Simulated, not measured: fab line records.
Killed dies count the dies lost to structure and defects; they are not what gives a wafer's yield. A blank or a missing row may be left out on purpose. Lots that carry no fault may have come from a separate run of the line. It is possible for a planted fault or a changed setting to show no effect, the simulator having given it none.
2 desks, one fault :: flow n5_finfet :: numbers are kept per desk, each desk with only its own; the story behind them comes last

## METROLOGY DESK
What the gauges read for every lot (on any tool): the sampled wafers with a number, averaged. If a lot's mean is further than 4 standard deviations from the usual mean, the lot is out of limits and carries the mark OUT (the distance appears in the brackets). Readings shown: 7 of its 10, picked as those furthest out on some lot.
Columns: A = DIBL_N at N5_BEOL_M4_RC_MEAS_101, usual 35.7 mV/V; B = IOFF_N at N5_BEOL_M4_RC_MEAS_101, usual 0.155 nA/um; C = IOFF_P at N5_BEOL_M4_RC_MEAS_101, usual 0.20 nA/um; D = ION_N at N5_BEOL_M4_RC_MEAS_101, usual 675 uA/um; E = ION_P at N5_BEOL_M4_RC_MEAS_101, usual 462 uA/um; F = SS_N at N5_BEOL_M4_RC_MEAS_101, usual 71.3 mV/dec; G = VT_N at N5_BEOL_M4_RC_MEAS_101, usual 250 mV
lot: L379
first seen here: day 8 08:02
A: 35.4
B: 0.154
C: 0.20
D: 679
E: 468
F: 71.0
G: 249

lot: L385
first seen here: day 10 00:33
A: 33.7
B: 0.135
C: 0.18
D: 673
E: 467
F: 70.6
G: 250

lot: L396
first seen here: day 12 03:33
A: 35.5
B: 0.162
C: 0.21
D: 682
E: 470
F: 71.2
G: 246
This desk's verdict: no lot among the 3 shows anything out of limits.

## DESK OF THE TOOL OWNER: ald_sin-04
The tool's own readings at N5_SPACER0_ALD_08 (deposits SiNx, target thk 2 nm): means of the sampled wafers that have a number, for each lot that ran on this tool. If a lot's mean is further than 4 standard deviations from the usual mean, the lot is out of limits and carries the mark OUT (the distance appears in the brackets).
Columns: A = chamber_pressure_Torr at N5_SPACER0_ALD_08, usual 2.000 Torr; B = heater_power_w at N5_SPACER0_ALD_08, usual 857 W
lot: L385
first seen here: day 4 12:46
A: 2.002
B: 859

lot: L396
first seen here: day 7 07:08
A: 2.007
B: 1001
This desk's verdict: no lot among the 2 shows anything out of limits.

## PUT TOGETHER
At the metrology desk, nothing out of limits was observed.
Nothing out of limits was seen by the tool owner's desk.

## WHAT HAD BEEN PUT IN BY THE SIMULATOR
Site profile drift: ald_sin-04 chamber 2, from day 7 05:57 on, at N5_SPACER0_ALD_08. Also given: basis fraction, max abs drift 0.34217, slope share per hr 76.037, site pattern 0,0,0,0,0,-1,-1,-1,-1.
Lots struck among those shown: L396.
